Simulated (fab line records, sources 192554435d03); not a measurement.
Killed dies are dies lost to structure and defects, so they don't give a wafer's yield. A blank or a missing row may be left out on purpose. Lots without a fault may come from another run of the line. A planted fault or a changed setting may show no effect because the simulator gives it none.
fab line records | flow n5_finfet
record lots=24 wafers=72 last_day=17
route steps=1938 shown BEOL_M2@880
lots that met no fault: from a run of the same line without faults
start_h: hours from the record's first day to the start of the lot's first wafer shown | wait_h: hours since the lot's step before | " the same as in the row above | L1.1+2: a row that stands for several wafers | - no value, or no start given | * or withheld: withheld | < > ~ a bound
route shown NAME@n: a module of which the file shows steps, and the number in the route of the first | usual: mean/standard deviation of fault-free wafers | same: alike in all rows | chamber/n: place in a boat | sites: the reading at each site | _std_site: their standard deviation | _edge_site: outer sites' mean less inner sites' | radius_mm: how far each site lies from the wafer's centre | mask NAME#n: copy n | behind: the tool/chamber that last shaped the wafer | hold: why the lot was held/for how many hours/how that ended | device: the transistor (n, p or np) that didn't switch | end of line: the same wafers' tests at the end of the route | a step without rows: its recipe alone | killed: dies lost to structure and defects at the first sort, not the wafer's yield | map: a wafer's dies, x killed, . not, _ none there
set.NAME: the setting as run; set.NAME@STEP: as run at that earlier step | model.NAME: the simulator's own value behind a step, which no gauge read
steps of the route over a sample of lots; a table a step, a row a wafer
services: from which hour (start_h, from the record's first day; less than 0 if before it) a tool's chamber was out of use, for how many hours, and why
## steps
# step N5_BEOL_M2_ETCH_77
# recipe chemistry=N2/H2 target=underlayer target_depth_a=65 mask_material=CAR-EUV time_s=5.2 ion_energy_ev=200 pressure_mtorr=30 source_w=840 bias_w=150 n2_flow_sccm=200 h2_flow_sccm=200 ends=cleared
# usual drypump_motor_current_A=5.7/0.53 etch_rf_on_time_s=5.24/0.16 oes_product_au=0.70/0.069 rf_vpp_V=522.8/1.8 showerhead_plenum_p_Torr=2.51/0.06 throttle_valve_pct=17.9/0.35
# columns lot.wafer tool chamber start_h wait_h drypump_motor_current_A etch_rf_on_time_s oes_product_au rf_hours_counter_h rf_vpp_V showerhead_plenum_p_Torr throttle_valve_pct
L074.2 rie_diel-05 1 136.64 0.0 5.8 5.20 0.75 37 519.9 2.45 17.6
L074.3 " 2 " " 6.7 5.66 0.60 169 523.9 2.55 18.6
L074.4 " 3 " " 5.0 5.30 0.81 8 522.1 2.49 17.7
L075.4 rie_diel-04 0 139.28 0.0 5.9 5.39 0.66 112 519.5 2.48 18.0
L075.5 " 2 " " 5.4 5.11 0.83 - 522.3 2.52 17.7
L075.6 " 1 " " 5.4 5.18 0.75 - 525.6 2.60 17.8
L076.2 rie_diel-01 1 147.51 0.0 5.8 5.33 0.59 213 521.9 2.53 18.6
L076.3 " 2 " " 5.3 5.14 0.66 125 526.5 2.66 18.0
L076.6 " 3 " " 6.0 5.09 0.70 - 523.4 2.56 17.9
L078.2 rie_diel-05 1 154.31 0.0 5.8 5.21 0.74 41 521.7 2.45 17.6
L078.3 " 3 " " 5.0 5.27 0.80 14 523.7 2.49 17.7
L078.4 " 2 " " 6.7 5.64 0.61 174 525.1 2.55 18.6
L077.3 rie_diel-05 2 159.72 0.0 6.7 5.61 0.60 177 524.8 2.55 18.6
L077.5 " 1 " " 5.8 5.14 0.75 - 523.4 2.45 17.6
L077.6 " 0 " " 5.1 5.09 0.74 - 519.7 2.47 17.7
L079.1 rie_diel-05 3 163.04 0.0 5.0 5.30 0.80 18 523.2 2.49 17.7
L079.2 " 2 " " 6.7 5.71 0.59 178 524.4 2.55 18.6
L079.6 " 0 " " 5.1 5.13 0.73 - 520.1 2.47 17.8
L080.1 rie_diel-05 2 166.27 0.0 6.7 5.67 0.59 180 521.0 2.55 18.6
L080.3 " 0 " " 5.1 5.10 0.72 59 521.9 2.47 17.7
L080.4 " 1 " " 5.8 5.27 0.75 47 522.2 2.45 17.6
L081.1 rie_diel-01 1 172.62 0.0 5.7 5.30 0.59 222 522.2 2.52 18.7
L081.3 " 3 " " 5.9 5.17 0.70 96 523.4 2.56 17.9
L081.6 " 2 " " 5.3 5.18 0.66 - 527.0 2.66 18.0
L082.1 rie_diel-04 1 174.96 0.0 5.4 5.28 0.72 51 527.1 2.60 17.9
L082.3 " 0 " " 5.9 5.37 0.66 123 523.2 2.47 18.0
L082.4 " 3 " " 6.0 5.11 0.81 - 520.2 2.48 17.5
L083.1 rie_diel-05 1 181.62 0.0 5.8 5.17 0.73 52 520.8 2.44 17.6
L083.4 " 3 " " 5.0 5.31 0.79 25 519.7 2.49 17.7
L083.5 " 1 " " 5.8 5.21 0.73 - 524.1 2.44 17.6
L084.2 rie_diel-05 2 190.68 0.0 6.7 5.59 0.59 189 523.0 2.55 18.6
L084.3 " 3 " " 5.0 5.35 0.78 28 522.3 2.49 17.7
L084.6 " 1 " " 5.8 5.18 0.73 - 521.2 2.44 17.6
L085.2 rie_diel-05 0 199.35 0.0 5.1 5.07 0.73 69 522.4 2.47 17.8
L085.4 " 2 " " 6.7 5.49 0.60 191 523.5 2.54 18.6
L085.5 " 3 " " 5.0 5.26 0.76 - 519.1 2.48 17.7
L086.2 rie_diel-04 3 208.97 0.0 6.0 5.01 0.78 33 520.3 2.47 17.5
L086.3 " 0 " " 5.9 5.39 0.64 135 519.8 2.47 18.0
L086.6 " 3 " " 6.1 5.04 0.78 - 522.1 2.47 17.5
L087.3 rie_diel-05 1 212.65 0.0 5.8 5.16 0.72 64 522.8 2.44 17.6
L087.5 " 0 " " 5.1 5.02 0.73 - 521.6 2.47 17.8
L087.6 " 3 " " 5.0 5.26 0.78 - 522.7 2.48 17.7
L088.1 rie_diel-01 2 216.79 0.0 5.3 5.21 0.64 147 526.0 2.65 18.0
L088.5 " 1 " " 5.7 5.32 0.58 - 523.9 2.52 18.7
L088.6 " 0 " " 6.3 5.22 0.65 - 523.8 2.57 18.1
L089.1 rie_diel-05 1 220.25 0.0 5.8 5.23 0.73 67 521.5 2.44 17.6
L089.2 " 2 " " 6.7 5.61 0.59 198 521.1 2.54 18.6
L089.3 " 3 " " 5.0 5.35 0.76 38 521.7 2.48 17.7
L090.1 rie_diel-04 2 228.51 0.0 5.4 5.14 0.76 34 524.4 2.51 17.8
L090.3 " 0 " " 5.9 5.36 0.64 142 520.2 2.47 18.0
L090.5 " 3 " " 6.0 5.00 0.77 - 524.9 2.47 17.5
L091.2 rie_diel-01 3 239.81 0.0 6.1 5.24 0.68 118 523.9 2.55 18.0
L091.5 " 0 " " 6.3 5.20 0.66 - 523.4 2.57 18.0
L091.6 " 1 " " 5.8 5.46 0.57 - 524.0 2.51 18.7
L092.1 rie_diel-01 2 241.13 0.0 5.3 5.20 0.63 156 527.1 2.65 18.0
L092.2 " 1 " " 5.7 5.38 0.57 243 521.7 2.51 18.7
L092.4 " 0 " " 6.3 5.19 0.65 160 524.7 2.57 18.1
L093.2 rie_diel-04 1 244.86 0.0 5.4 5.17 0.70 76 524.9 2.59 17.9
L093.3 " 3 " " 6.0 5.05 0.76 45 521.9 2.47 17.5
L093.4 " 1 " " 5.4 5.18 0.71 - 524.4 2.59 17.9
L094.3 rie_diel-04 0 253.05 0.0 5.9 5.36 0.63 152 521.3 2.46 18.0
L094.4 " 1 " " 5.4 5.22 0.69 - 524.5 2.59 17.9
L094.6 " 0 " " 5.9 5.41 0.63 - 521.3 2.46 18.0
L095.2 rie_diel-01 1 257.86 0.0 5.7 5.36 0.57 249 521.1 2.51 18.7
L095.5 " 1 " " 5.8 5.39 0.56 - 522.8 2.51 18.7
L095.6 " 2 " " 5.3 5.31 0.62 - 526.3 2.65 18.1
L096.4 rie_diel-05 0 264.36 0.0 5.1 4.98 0.71 94 519.6 2.46 17.8
L096.5 " 0 " " 5.1 5.00 0.71 - 521.6 2.46 17.8
L096.6 " 1 " " 5.8 5.16 0.70 - 521.1 2.43 17.6
L097.2 rie_diel-05 2 272.10 0.0 6.7 5.64 0.57 218 523.8 2.53 18.6
L097.4 " 1 " " 5.8 5.15 0.70 84 522.2 2.43 17.7
L097.6 " 3 " " 5.0 5.29 0.74 - 521.1 2.47 17.7
# step N5_BEOL_M2_ETCH_41
# recipe chemistry=CH3F/O2 target=SiCN target_depth_a=299 taper_deg=2 time_s=52.5 ion_energy_ev=120 mask_material=TiN pressure_mtorr=30 source_w=395 bias_w=75 Ar_flow_sccm=150 CH3F_flow_sccm=30 O2_flow_sccm=20
# usual drypump_motor_current_A=5.7/0.47 oes_product_au=0.80/0.082 rf_vpp_V=297.1/1.3 showerhead_plenum_p_Torr=2.00/0.058 throttle_valve_pct=16.42/0.27
# columns lot.wafer tool chamber start_h wait_h drypump_motor_current_A oes_product_au rf_hours_counter_h rf_vpp_V showerhead_plenum_p_Torr throttle_valve_pct
L074.2 rie_diel-05 2 - - 6.7 0.70 169 299.0 1.97 16.68
L074.3 " 3 " " 5.0 0.96 9 296.8 1.98 16.18
L074.4 " 0 " " 5.1 0.88 49 297.1 1.97 16.24
L075.4 rie_diel-04 2 - - 5.4 0.96 7 295.9 1.97 16.05
L075.5 " 0 " " 5.9 0.78 - 296.6 1.92 16.16
L075.6 " 3 " " 6.0 0.96 - 297.2 1.96 15.99
L076.2 rie_diel-04 2 - - 5.3 0.95 10 296.2 1.97 16.06
L076.3 " 3 " " 6.0 0.95 15 295.0 1.96 16.00
L076.6 " 0 " " 5.9 0.78 - 295.9 1.92 16.16
L078.2 rie_diel-01 3 - - 6.0 0.81 91 297.3 2.04 16.50
L078.3 " 0 " " 6.3 0.79 133 298.6 2.03 16.40
L078.4 " 1 " " 5.8 0.69 217 297.3 1.98 16.93
L077.3 rie_diel-04 1 - - 5.4 0.86 46 297.8 2.06 16.42
L077.5 " 0 " " 5.9 0.77 - 295.7 1.92 16.15
L077.6 " 1 " " 5.4 0.87 - 297.7 2.06 16.43
L079.1 rie_diel-01 3 - - 6.0 0.81 93 296.1 2.04 16.49
L079.2 " 1 " " 5.7 0.69 219 296.0 1.98 16.94
L079.6 " 2 " " 5.3 0.76 - 299.2 2.12 16.53
L080.1 rie_diel-01 1 - - 5.7 0.68 220 297.8 1.98 16.95
L080.3 " 2 " " 5.3 0.76 132 299.0 2.12 16.53
L080.4 " 3 " " 6.0 0.81 94 296.7 2.04 16.50
L081.1 rie_diel-01 0 - - 6.3 0.79 140 298.0 2.02 16.43
L081.3 " 1 " " 5.7 0.68 223 297.5 1.97 16.96
L081.6 " 1 " " 5.7 0.69 - 296.5 1.97 16.94
L082.1 rie_diel-01 2 - - 5.3 0.75 135 298.7 2.11 16.55
L082.3 " 3 " " 5.9 0.80 98 297.1 2.04 16.51
L082.4 " 0 " " 6.3 0.79 141 295.5 2.02 16.42
L083.1 rie_diel-01 2 - - 5.3 0.75 136 299.0 2.11 16.55
L083.4 " 3 " " 6.0 0.81 98 295.8 2.04 16.53
L083.5 " 0 " " 6.3 0.78 - 296.4 2.02 16.42
L084.2 rie_diel-05 2 - - 6.7 0.71 189 298.0 1.97 16.72
L084.3 " 3 " " 5.0 0.93 29 297.5 1.97 16.21
L084.6 " 0 " " 5.1 0.85 - 295.9 1.97 16.27
L085.2 rie_diel-04 1 - - 5.4 0.84 61 297.2 2.05 16.46
L085.4 " 0 " " 5.9 0.76 132 294.4 1.91 16.19
L085.5 " 3 " " 6.0 0.93 - 296.8 1.96 16.02
L086.2 rie_diel-05 1 - - 5.8 0.84 63 296.6 1.95 16.31
L086.3 " 2 " " 6.7 0.70 194 297.0 1.96 16.74
L086.6 " 3 " " 5.0 0.91 - 298.3 1.97 16.22
L087.3 rie_diel-04 3 - - 6.0 0.91 35 296.7 1.95 16.03
L087.5 " 0 " " 5.9 0.76 - 295.3 1.91 16.22
L087.6 " 3 " " 6.0 0.92 - 296.8 1.95 16.03
L088.1 rie_diel-04 1 - - 5.4 0.83 67 298.6 2.05 16.45
L088.5 " 3 " " 6.1 0.91 - 296.4 1.95 16.03
L088.6 " 0 " " 5.9 0.76 - 296.2 1.91 16.21
L089.1 rie_diel-01 3 - - 6.0 0.79 112 295.3 2.03 16.53
L089.2 " 0 " " 6.3 0.77 154 298.8 2.02 16.43
L089.3 " 2 " " 5.3 0.74 149 298.2 2.11 16.56
L090.1 rie_diel-04 2 - - 5.4 0.89 35 295.3 1.96 16.10
L090.3 " 3 " " 6.0 0.91 41 296.4 1.95 16.02
L090.5 " 1 " " 5.4 0.83 - 297.0 2.05 16.45
L091.2 rie_diel-01 3 - - 6.0 0.78 119 297.8 2.03 16.56
L091.5 " 1 " " 5.7 0.67 - 296.6 1.97 16.99
L091.6 " 0 " " 6.3 0.77 - 299.6 2.02 16.45
L092.1 rie_diel-05 2 - - 6.7 0.69 208 297.1 1.96 16.74
L092.2 " 0 " " 5.1 0.83 87 296.3 1.96 16.30
L092.4 " 1 " " 5.8 0.84 74 296.9 1.95 16.31
L093.2 rie_diel-04 0 - - 6.0 0.74 149 294.5 1.91 16.24
L093.3 " 3 " " 6.0 0.90 47 296.4 1.95 16.05
L093.4 " 0 " " 5.9 0.75 - 293.9 1.91 16.23
L094.3 rie_diel-01 3 - - 6.0 0.78 123 297.8 2.03 16.57
L094.4 " 2 " " 5.3 0.73 160 298.3 2.11 16.59
L094.6 " 2 " " 5.3 0.72 - 298.4 2.11 16.60
L095.2 rie_diel-05 0 - - 5.1 0.83 93 295.4 1.96 16.33
L095.5 " 2 " " 6.7 0.68 - 295.9 1.96 16.75
L095.6 " 1 " " 5.8 0.83 - 295.8 1.94 16.34
L096.4 rie_diel-01 2 - - 5.3 0.72 - 298.7 2.10 16.59
L096.5 " 0 " " 6.3 0.76 - 297.6 2.02 16.46
L096.6 " 3 " " 6.0 0.78 - 296.7 2.03 16.57
L097.2 rie_diel-05 0 - - 5.1 0.82 99 294.8 1.96 16.33
L097.4 " 1 " " 5.8 0.82 86 294.7 1.94 16.36
L097.6 " 2 " " 6.7 0.67 - 298.1 1.96 16.78
# step N5_BEOL_M2_STRIP_97
# recipe chemistry=N2/H2 time_s=10 power_w=450 temp_c=40 pressure_mtorr=20 rf_frequency_hz=6e+07 bias_power_w=7 n2_flow_sccm=200 h2_flow_sccm=200
# usual drypump_motor_current_A=5.7/0.47 oes_product_au=0.81/0.082 rf_vpp_V=59.2/0.87 showerhead_plenum_p_Torr=2.53/0.064 throttle_valve_pct=23.8/0.42
# columns lot.wafer tool chamber start_h wait_h drypump_motor_current_A oes_product_au rf_hours_counter_h rf_vpp_V showerhead_plenum_p_Torr throttle_valve_pct
L074.2 rie_diel-05 2 - - 6.7 0.73 169 58.9 2.55 24.7
L074.3 " 3 " " 5.0 0.97 9 58.7 2.49 23.5
L074.4 " 0 " " 5.1 0.89 49 59.5 2.47 23.7
L075.4 rie_diel-04 2 - - 5.4 0.96 7 59.8 2.52 23.5
L075.5 " 0 " " 6.0 0.81 - 59.3 2.47 23.9
L075.6 " 3 " " 6.0 0.97 - 58.3 2.48 23.3
L076.2 rie_diel-04 2 - - 5.4 0.95 10 58.9 2.52 23.5
L076.3 " 3 " " 6.1 0.95 15 57.9 2.47 23.3
L076.6 " 0 " " 5.9 0.78 - 58.6 2.47 23.9
L078.2 rie_diel-01 3 - - 6.0 0.81 91 59.6 2.56 23.7
L078.3 " 0 " " 6.3 0.78 133 58.8 2.58 23.8
L078.4 " 1 " " 5.7 0.69 217 58.0 2.52 24.6
L077.3 rie_diel-04 1 - - 5.4 0.88 46 59.0 2.60 23.5
L077.5 " 0 " " 6.0 0.80 - 59.0 2.47 23.9
L077.6 " 1 " " 5.4 0.88 - 56.7 2.60 23.5
L079.1 rie_diel-01 3 - - 6.0 0.80 93 60.2 2.56 23.7
L079.2 " 1 " " 5.8 0.68 219 57.8 2.52 24.6
L079.6 " 2 " " 5.3 0.76 - 59.9 2.66 23.8
L080.1 rie_diel-01 1 - - 5.8 0.69 220 60.1 2.52 24.6
L080.3 " 2 " " 5.3 0.77 132 60.3 2.66 23.8
L080.4 " 3 " " 6.0 0.81 94 59.2 2.56 23.7
L081.1 rie_diel-01 0 - - 6.3 0.77 140 60.6 2.57 23.8
L081.3 " 1 " " 5.8 0.69 223 58.9 2.52 24.6
L081.6 " 1 " " 5.8 0.68 - 59.2 2.52 24.6
L082.1 rie_diel-01 2 - - 5.3 0.76 135 61.0 2.65 23.8
L082.3 " 3 " " 6.0 0.80 98 59.5 2.55 23.7
L082.4 " 0 " " 6.3 0.77 141 58.8 2.57 23.9
L083.1 rie_diel-01 2 - - 5.3 0.77 136 58.5 2.65 23.8
L083.4 " 3 " " 6.0 0.81 98 59.8 2.55 23.7
L083.5 " 0 " " 6.3 0.77 - 58.3 2.57 23.9
L084.2 rie_diel-05 2 - - 6.7 0.73 189 58.0 2.54 24.7
L084.3 " 3 " " 5.0 0.94 29 58.3 2.48 23.6
L084.6 " 0 " " 5.1 0.85 - 57.9 2.46 23.8
L085.2 rie_diel-04 1 - - 5.4 0.85 61 58.5 2.59 23.5
L085.4 " 0 " " 5.9 0.77 132 60.7 2.47 23.9
L085.5 " 3 " " 6.0 0.93 - 60.1 2.47 23.3
L086.2 rie_diel-05 1 - - 5.8 0.86 63 58.9 2.44 23.3
L086.3 " 2 " " 6.7 0.72 194 59.4 2.54 24.7
L086.6 " 3 " " 5.0 0.94 - 58.8 2.48 23.6
L087.3 rie_diel-04 3 - - 6.0 0.91 35 59.4 2.46 23.3
L087.5 " 0 " " 5.9 0.78 - 58.5 2.46 23.9
L087.6 " 3 " " 6.0 0.91 - 59.3 2.47 23.3
L088.1 rie_diel-04 1 - - 5.4 0.86 67 59.2 2.59 23.5
L088.5 " 3 " " 6.0 0.91 - 59.1 2.46 23.3
L088.6 " 0 " " 6.0 0.77 - 59.8 2.46 24.0
L089.1 rie_diel-01 3 - - 6.0 0.79 112 61.0 2.55 23.7
L089.2 " 0 " " 6.3 0.76 154 60.3 2.57 23.9
L089.3 " 2 " " 5.3 0.75 149 59.9 2.65 23.8
L090.1 rie_diel-04 2 - - 5.4 0.89 35 60.1 2.51 23.6
L090.3 " 3 " " 6.0 0.90 41 59.0 2.46 23.3
L090.5 " 1 " " 5.4 0.85 - 58.0 2.59 23.5
L091.2 rie_diel-01 3 - - 6.0 0.78 119 56.8 2.55 23.8
L091.5 " 1 " " 5.7 0.67 - 59.4 2.51 24.7
L091.6 " 0 " " 6.4 0.75 - 58.2 2.57 23.9
L092.1 rie_diel-05 2 - - 6.7 0.70 208 59.7 2.53 24.7
L092.2 " 0 " " 5.1 0.83 87 59.6 2.46 23.8
L092.4 " 1 " " 5.8 0.84 74 59.0 2.43 23.3
L093.2 rie_diel-04 0 - - 5.9 0.76 149 59.4 2.46 23.9
L093.3 " 3 " " 6.0 0.89 47 57.5 2.46 23.3
L093.4 " 0 " " 5.9 0.76 - 60.6 2.46 23.9
L094.3 rie_diel-01 3 - - 6.0 0.78 123 59.2 2.54 23.8
L094.4 " 2 " " 5.3 0.73 160 59.1 2.64 23.8
L094.6 " 2 " " 5.3 0.72 - 59.2 2.64 23.8
L095.2 rie_diel-05 0 - - 5.1 0.84 93 59.5 2.45 23.8
L095.5 " 2 " " 6.7 0.71 - 59.5 2.53 24.8
L095.6 " 1 " " 5.8 0.83 - 60.6 2.43 23.3
L096.4 rie_diel-01 2 - - 5.3 0.73 - 60.2 2.64 23.8
L096.5 " 0 " " 6.3 0.74 - 59.2 2.56 23.9
L096.6 " 3 " " 6.0 0.77 - 58.7 2.54 23.8
L097.2 rie_diel-05 0 - - 5.1 0.83 99 59.1 2.45 23.8
L097.4 " 1 " " 5.8 0.83 86 58.0 2.43 23.3
L097.6 " 2 " " 6.7 0.70 - 59.8 2.53 24.8
# step N5_BEOL_M2_DEGAS_44
# recipe ambient=vacuum temp_c=250 time_s=60
# usual heater_power_w=346/36
# columns lot.wafer tool chamber start_h wait_h heater_power_w
L074.2 pvd_sputter-03 - 138.79 0.4 391
L074.3 " - " " 342
L074.4 " - " " 335
L075.4 pvd_sputter-01 - 142.46 0.9 310
L075.5 " - " " 398
L075.6 " - " " 299
L076.2 pvd_sputter-03 - 153.51 0.6 340
L076.3 " - " " 363
L076.6 " - " " 369
L078.2 pvd_sputter-01 - 158.68 0.5 415
L078.3 " - " " 365
L078.4 " - " " 329
L077.3 pvd_sputter-02 - 161.74 0.1 317
L077.5 " - " " 330
L077.6 " - " " 286
L079.1 pvd_sputter-03 - 165.37 0.1 392
L079.2 " - " " 342
L079.6 " - " " 395
L080.1 pvd_sputter-03 - 168.05 0.4 333
L080.3 " - " " 342
L080.4 " - " " 400
L081.1 pvd_sputter-01 - 180.14 0.5 358
L081.3 " - " " 392
L081.6 " - " " 395
L082.1 pvd_sputter-03 - 180.60 0.1 381
L082.3 " - " " 342
L082.4 " - " " 336
L083.1 pvd_sputter-02 - 183.59 0.2 339
L083.4 " - " " 296
L083.5 " - " " 299
L084.2 pvd_sputter-01 - 193.28 0.3 306
L084.3 " - " " 389
L084.6 " - " " 300
L085.2 pvd_sputter-03 - 202.40 0.5 398
L085.4 " - " " 362
L085.5 " - " " 337
L086.2 pvd_sputter-01 - 211.27 0.4 365
L086.3 " - " " 296
L086.6 " - " " 409
L087.3 pvd_sputter-01 - 214.81 0.1 320
L087.5 " - " " 367
L087.6 " - " " 322
L088.1 pvd_sputter-03 - 218.45 0.4 339
L088.5 " - " " 339
L088.6 " - " " 338
L089.1 pvd_sputter-01 - 224.10 1.1 367
L089.2 " - " " 302
L089.3 " - " " 321
L090.1 pvd_sputter-01 - 232.84 1.1 398
L090.3 " - " " 318
L090.5 " - " " 319
L091.2 pvd_sputter-03 - 242.96 0.1 395
L091.5 " - " " 366
L091.6 " - " " 405
L092.1 pvd_sputter-03 - 245.96 0.3 343
L092.2 " - " " 399
L092.4 " - " " 347
L093.2 pvd_sputter-01 - 248.88 0.8 323
L093.3 " - " " 414
L093.4 " - " " 359
L094.3 pvd_sputter-01 - 256.94 0.5 387
L094.4 " - " " 300
L094.6 " - " " 366
L095.2 pvd_sputter-02 - 259.72 0.3 330
L095.5 " - " " 290
L095.6 " - " " 308
L096.4 pvd_sputter-02 - 266.08 0.2 312
L096.5 " - " " 325
L096.6 " - " " 354
L097.2 pvd_sputter-01 - 279.50 0.7 316
L097.4 " - " " 399
L097.6 " - " " 296
# step N5_BEOL_M2_SPUTTER_86
# recipe material=Cu target_thk_a=45 temp_c=-20 chamber_pressure_pa=0.07 power_w=withheld time_s=8.29
# usual throttle_valve_pct=29.7/1.2
# columns lot.wafer tool chamber start_h wait_h throttle_valve_pct
L074.2 pvd_sputter-03 - 140.30 0.1 28.8
L074.3 " - " " 30.1
L074.4 " - " " 30.4
L075.4 pvd_sputter-01 - 143.87 0.1 32.2
L075.5 " - " " 28.4
L075.6 " - " " 29.5
L076.2 pvd_sputter-02 - 155.59 0.1 28.4
L076.3 " - " " 30.4
L076.6 " - " " 30.5
L078.2 pvd_sputter-01 - 160.07 0.1 29.5
L078.3 " - " " 32.2
L078.4 " - " " 28.6
L077.3 pvd_sputter-01 - 163.09 0.1 28.5
L077.5 " - " " 32.2
L077.6 " - " " 29.3
L079.1 pvd_sputter-01 - 166.90 0.1 29.2
L079.2 " - " " 32.0
L079.6 " - " " 29.7
L080.1 pvd_sputter-02 - 169.35 0.1 30.1
L080.3 " - " " 30.5
L080.4 " - " " 30.3
L081.1 pvd_sputter-03 - 181.42 0.1 30.6
L081.3 " - " " 30.1
L081.6 " - " " 28.8
L082.1 pvd_sputter-02 - 181.97 0.1 30.2
L082.3 " - " " 28.2
L082.4 " - " " 29.8
L083.1 pvd_sputter-03 - 185.14 0.1 30.1
L083.4 " - " " 30.8
L083.5 " - " " 28.8
L084.2 pvd_sputter-01 - 194.74 0.1 29.5
L084.3 " - " " 28.4
L084.6 " - " " 29.2
L085.2 pvd_sputter-03 - 203.94 0.1 30.5
L085.4 " - " " 30.0
L085.5 " - " " 30.4
L086.2 pvd_sputter-01 - 212.57 0.1 29.3
L086.3 " - " " 32.0
L086.6 " - " " 32.4
L087.3 pvd_sputter-01 - 216.42 0.1 31.9
L087.5 " - " " 29.3
L087.6 " - " " 29.3
L088.1 pvd_sputter-01 - 221.46 0.1 29.7
L088.5 " - " " 28.3
L088.6 " - " " 29.5
L089.1 pvd_sputter-01 - 225.38 0.1 32.1
L089.2 " - " " 29.3
L089.3 " - " " 28.3
L090.1 pvd_sputter-01 - 234.14 0.1 28.2
L090.3 " - " " 29.1
L090.5 " - " " 29.5
L091.2 pvd_sputter-02 - 244.42 0.1 28.3
L091.5 " - " " 30.3
L091.6 " - " " 30.4
L092.1 pvd_sputter-02 - 247.21 0.1 30.2
L092.2 " - " " 30.0
L092.4 " - " " 30.2
L093.2 pvd_sputter-01 - 250.20 0.1 29.5
L093.3 " - " " 28.6
L093.4 " - " " 29.4
L094.3 pvd_sputter-03 - 258.37 0.1 30.9
L094.4 " - " " 28.8
L094.6 " - " " 28.8
L095.2 pvd_sputter-01 - 261.08 0.1 28.3
L095.5 " - " " 29.7
L095.6 " - " " 28.3
L096.4 pvd_sputter-02 - 267.70 0.1 30.4
L096.5 " - " " 29.7
L096.6 " - " " 28.5
L097.2 pvd_sputter-01 - 280.80 0.1 29.6
L097.4 " - " " 29.2
L097.6 " - " " 32.1
# step N5_BEOL_M2_CO_CAP_55
# recipe material=Co target_thk_a=20 temp_c=200 precursor=CCTBA/H2 pressure_torr=30 time_s=102.1
# usual heater_power_w=240/18
# columns lot.wafer tool chamber start_h wait_h heater_power_w
L074.2 cvd_co-02 0 142.28 0.0 258
L074.3 " 1 " " 226
L074.4 " 2 " " 223
L075.4 cvd_co-01 1 145.97 0.0 246
L075.5 " 0 " " 216
L075.6 " 2 " " 251
L076.2 cvd_co-01 2 157.67 0.0 250
L076.3 " 1 " " 248
L076.6 " 0 " " 209
L078.2 cvd_co-01 1 162.44 0.0 245
L078.3 " 2 " " 249
L078.4 " 2 " " 249
L077.3 cvd_co-01 0 165.07 0.0 210
L077.5 " 2 " " 256
L077.6 " 1 " " 239
L079.1 cvd_co-01 0 168.93 0.0 215
L079.2 " 1 " " 238
L079.6 " 2 " " 255
L080.1 cvd_co-02 1 171.34 0.0 231
L080.3 " 1 " " 225
L080.4 " 0 " " 264
L081.1 cvd_co-02 1 183.40 0.0 230
L081.3 " 2 " " 228
L081.6 " 0 " " 274
L082.1 cvd_co-01 0 184.10 0.0 221
L082.3 " 2 " " 260
L082.4 " 2 " " 254
L083.1 cvd_co-01 2 187.12 0.0 253
L083.4 " 1 " " 242
L083.5 " 0 " " 219
L084.2 cvd_co-01 2 196.71 0.0 251
L084.3 " 0 " " 212
L084.6 " 0 " " 221
L085.2 cvd_co-01 1 205.90 0.0 245
L085.4 " 2 " " 261
L085.5 " 0 " " 208
L086.2 cvd_co-02 2 214.53 0.0 228
L086.3 " 1 " " 232
L086.6 " 0 " " 267
L087.3 cvd_co-02 0 218.39 0.0 272
L087.5 " 2 " " 227
L087.6 " 0 " " 264
L088.1 cvd_co-01 2 223.43 0.0 259
L088.5 " 0 " " 213
L088.6 " 1 " " 245
L089.1 cvd_co-02 1 227.49 0.0 232
L089.2 " 0 " " 270
L089.3 " 2 " " 225
L090.1 cvd_co-02 0 236.11 0.0 266
L090.3 " 2 " " 229
L090.5 " 0 " " 271
L091.2 cvd_co-01 2 246.39 0.0 260
L091.5 " 1 " " 248
L091.6 " 2 " " 259
L092.1 cvd_co-02 0 249.17 0.0 269
L092.2 " 1 " " 231
L092.4 " 1 " " 224
L093.2 cvd_co-01 2 252.44 0.0 257
L093.3 " 1 " " 243
L093.4 " 0 " " 216
L094.3 cvd_co-01 1 260.41 0.0 239
L094.4 " 2 " " 253
L094.6 " 0 " " 213
L095.2 cvd_co-02 1 263.06 0.0 233
L095.5 " 2 " " 229
L095.6 " 0 " " 268
L096.4 cvd_co-02 1 269.70 0.0 237
L096.5 " 2 " " 227
L096.6 " 0 " " 271
L097.2 cvd_co-01 0 282.77 0.0 218
L097.4 " 2 " " 261
L097.6 " 0 " " 217
## services
# columns tool chamber start_h hours kind
cvd_co-02 1 114.67 - clean
cvd_co-02 1 114.67 22.0 scheduled_down
cvd_co-02 1 114.67 22.0 vent_cycle
cvd_co-01 - 116.29 0.5 repair
rie_diel-04 - 148.85 0.1 repair
cvd_co-02 2 167.15 5.6 repair
rie_diel-04 2 172.28 4.3 repair
rie_diel-05 0 185.05 3.2 repair
rie_diel-04 - 190.71 1.6 repair
cvd_co-01 - 220.05 1.5 repair
rie_diel-05 1 230.89 5.4 repair
rie_diel-04 2 242.38 12.5 repair
rie_diel-01 1 260.23 - clean
rie_diel-01 1 260.23 - consumable_replace:esc
rie_diel-01 1 260.23 - consumable_replace:focus_ring
cvd_co-02 0 280.72 8.7 repair
## key
fault none
